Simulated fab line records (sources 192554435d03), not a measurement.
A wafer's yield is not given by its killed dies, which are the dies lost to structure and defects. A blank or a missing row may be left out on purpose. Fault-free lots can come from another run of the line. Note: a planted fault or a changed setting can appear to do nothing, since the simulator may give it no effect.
2 desks, one fault    flow n5 finfet    only its own numbers are on each desk; what lay behind them is given at the end

## AT THE TOOL OWNER'S DESK: cvd co-01
The tool's own readings at N5_BEOL_M10_CVD_75 (deposits Co from CCTBA/H2, target thk 2 nm, time 138.9 s): means of the sampled wafers that have a number, for each lot that ran on this tool. The brackets show how far a lot's mean lies from the usual mean; more than 4 standard deviations puts the lot out of limits, marked OUT.
Columns: A = run length s at N5_BEOL_M10_CVD_75, usual 161.6 s
lot   first seen here  A
L143  day 10 23:03     161.2
L144  day 11 03:22     161.5
L145  day 11 03:49     181.1 (+30) OUT
L149  day 12 16:02     180.8 (+30) OUT
Finding of this desk: L145, L149 out of limits; the first was L145 at day 11 03:49, on run length s at N5_BEOL_M10_CVD_75. In limits: L143, L144.

## FROM THE METROLOGY DESK
Lot by lot, what the gauges showed, no matter which tool ran the lot: averages of those sampled wafers that carry a number. The brackets show how far a lot's mean lies from the usual mean; more than 4 standard deviations puts the lot out of limits, marked OUT.
Columns: A = cd nm at N5_BEOL_M10_CD_MEAS_35, usual 69.8 nm; B = M10_THK at N5_BEOL_M10_THK_MEAS_53, usual 138.3 nm
lot   first seen here  A     B
L142  day 10 15:04     70.5  137.4
L141  day 10 17:48     69.4  138.5
L143  day 10 22:01     69.5  139.0
L144  day 11 01:58     69.8  138.7
L145  day 11 02:13     69.4  137.5
L146  day 11 04:23     69.4  138.3
L149  day 12 14:59     69.2  137.0
L154  day 13 14:56     70.3  137.6
L155  day 13 16:49     69.9  139.3
L162  day 15 05:46     70.4  138.2
L160  day 15 06:14     70.5  139.8
L161  day 15 11:16     70.2  141.3
L163  day 15 13:55     69.4  141.2
This desk's finding: nothing out of limits on any of the 13 lots.

## TAKEN TOGETHER
The tool owner's desk had the chance to raise an alarm at day 11 03:49 on L145, L149.
Nothing out of limits was seen by the metrology desk.
The metrology desk holds a record of L145, L149, inside its limits.
The lots listed all ran N5_BEOL_M10_CVD_75 on cvd co-01.

## WHAT HAD BEEN PUT IN BY THE SIMULATOR
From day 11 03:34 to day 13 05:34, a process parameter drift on cvd co-01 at N5_BEOL_M10_CVD_75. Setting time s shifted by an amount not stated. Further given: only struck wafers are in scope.
Shown lots that were struck: L145, L149.
How many hours passed from the start of the fault until each desk's first out-of-limits reading: the tool owner's desk, 0.
